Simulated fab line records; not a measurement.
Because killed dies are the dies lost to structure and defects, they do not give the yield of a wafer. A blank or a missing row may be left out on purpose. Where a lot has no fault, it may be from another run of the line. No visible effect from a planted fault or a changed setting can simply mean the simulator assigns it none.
Commonality check across tools -- flow nand-harc -- Sampled: 12 lots, 42 wafers

== REASON FOR OPENING ==
At NHARC_P_GATE_CD_MEAS_26 the reading cd-nm is flagged on 2 of 12 lots. Fault-free wafers read 119.9 nm, with a standard deviation of 0.65.
Rule: a lot gets a flag if all its wafers with a number sit over 4 standard deviations from that mean, or if no wafer of it has a number. As for the other lots, they are considered sound.

lot,measured,on,"cd-nm (nm), wafer by wafer",flag
L432,day 4 22:50,cd-sem-01,119.6 119.6 118.9,
L433,day 5 06:43,cd-sem-03,120.7 121.0 119.6,
L434,day 5 09:59,cd-sem-02,120.7 119.4 120.2,
L435,day 5 10:25,cd-sem-03,119.9 120.4 120.4,
L436,day 6 01:22,cd-sem-02,119.4 118.6 118.3,
L439,day 6 21:55,cd-sem-02,119.9 118.4 120.2,
L444,day 7 20:29,cd-sem-01,149.8 150.9 150.6 150.3 151.1 150.8,FLAGGED
L443,day 7 20:50,cd-sem-03,151.6 150.2 151.2 151.5 150.4 151.2,FLAGGED
L447,day 8 17:34,cd-sem-03,119.2 119.6 120.0,
L450,day 9 11:52,cd-sem-02,120.6 120.0 119.4,
L451,day 9 19:49,cd-sem-03,120.1 120.1 120.4,
L454,day 10 12:35,cd-sem-01,120.3 120.4 120.3,
The numbers of the flagged lots are 150.8 nm on average: +30.9 nm against the usual, or +48 standard deviations.

== WHICH TOOL RAN EACH LOT ==
Before the reading, the record contains 2 process steps out of a 1159-step route. Read each cell as the tool, then ch plus the chambers that the sampled wafers visited, then the start.
lot,flag,NHARC_P_GATE_DESCUM_13,NHARC_P_GATE_EXPOSE_23
L432,,"rie-diel-08 ch 1,2,3, day 4 07:29","arfi-scanner-02 ch 0, day 4 22:42"
L433,,"rie-diel-05 ch 2,3, day 4 16:48","arfi-scanner-03 ch 0, day 5 06:34"
L434,,"rie-diel-08 ch 0,1,3, day 4 20:43","arfi-scanner-03 ch 0, day 5 09:50"
L435,,"rie-diel-08 ch 0,3, day 4 20:33","arfi-scanner-02 ch 0, day 5 10:17"
L436,,"rie-diel-02 ch 0,3, day 5 08:38","arfi-scanner-01 ch 0, day 6 01:13"
L439,,"rie-diel-05 ch 1,2,3, day 6 07:25","arfi-scanner-02 ch 0, day 6 21:46"
L444,FLAGGED,"rie-diel-05 ch 0,1, day 7 06:44","arfi-scanner-03 ch 0, day 7 20:21"
L443,FLAGGED,"rie-diel-08 ch 1,2,3, day 7 06:55","arfi-scanner-03 ch 0, day 7 20:42"
L447,,"rie-diel-08 ch 0,1, day 7 23:50","arfi-scanner-01 ch 0, day 8 17:25"
L450,,"rie-diel-08 ch 0,1,2, day 8 22:18","arfi-scanner-02 ch 0, day 9 11:43"
L451,,"rie-diel-05 ch 3, day 9 06:16","arfi-scanner-01 ch 0, day 9 19:41"
L454,,"rie-diel-05 ch 1,2,3, day 9 21:53","arfi-scanner-01 ch 0, day 10 12:26"
These steps, and what they do:
- NHARC_P_GATE_DESCUM_13: chemistry O2, time 3 s.
- NHARC_P_GATE_EXPOSE_23: exposes mask P GATE, target cd 120 nm.
- NHARC_P_GATE_CD_MEAS_26: target cd 120 nm.

== FLAGGED AGAINST TOTAL, ONE TOOL AT A TIME (gauges that did the reading follow at the end) ==
step,tool,lots run,flagged,share of the flagged lots,sound lots run after its first flagged lot
NHARC_P_GATE_DESCUM_13,rie-diel-02,1,0,none,-
NHARC_P_GATE_DESCUM_13,rie-diel-05,5,1,some,"2 (L451,L454)"
NHARC_P_GATE_DESCUM_13,rie-diel-08,6,1,some,"2 (L447,L450)"
NHARC_P_GATE_EXPOSE_23,arfi-scanner-01,4,0,none,-
NHARC_P_GATE_EXPOSE_23,arfi-scanner-02,4,0,none,-
NHARC_P_GATE_EXPOSE_23,arfi-scanner-03,4,2,all,0
NHARC_P_GATE_CD_MEAS_26,cd-sem-01,3,1,some,1 (L454)
NHARC_P_GATE_CD_MEAS_26,cd-sem-02,4,0,none,-
NHARC_P_GATE_CD_MEAS_26,cd-sem-03,5,1,some,"2 (L447,L451)"

== WHAT THE TABLE ALLOWS ==
In the table, 1 row covers all flagged lots: arfi-scanner-03 at NHARC_P_GATE_EXPOSE_23.
- arfi-scanner-03 at NHARC_P_GATE_EXPOSE_23: 2 of its 4 lots flagged. It ran its last sound lot, L434, at day 5 09:50 and its first flagged lot, L444, at day 7 20:21: a fault with its onset between the two fits. Its own readings lie more than 4 standard deviations out on every wafer of the flagged lots: exposure-dose-mJ-cm2.
One tool is left: arfi-scanner-03 at NHARC_P_GATE_EXPOSE_23.

== WHAT THE SIMULATOR HAD PUT IN ==
Process parameter drift: arfi-scanner-03, from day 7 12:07 on, at NHARC_P_GATE_EXPOSE_23. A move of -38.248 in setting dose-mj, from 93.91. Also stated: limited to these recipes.
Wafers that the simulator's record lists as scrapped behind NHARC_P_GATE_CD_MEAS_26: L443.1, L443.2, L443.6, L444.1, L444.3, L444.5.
Struck lots among those shown: L444, L443. Same finding as the rule above.
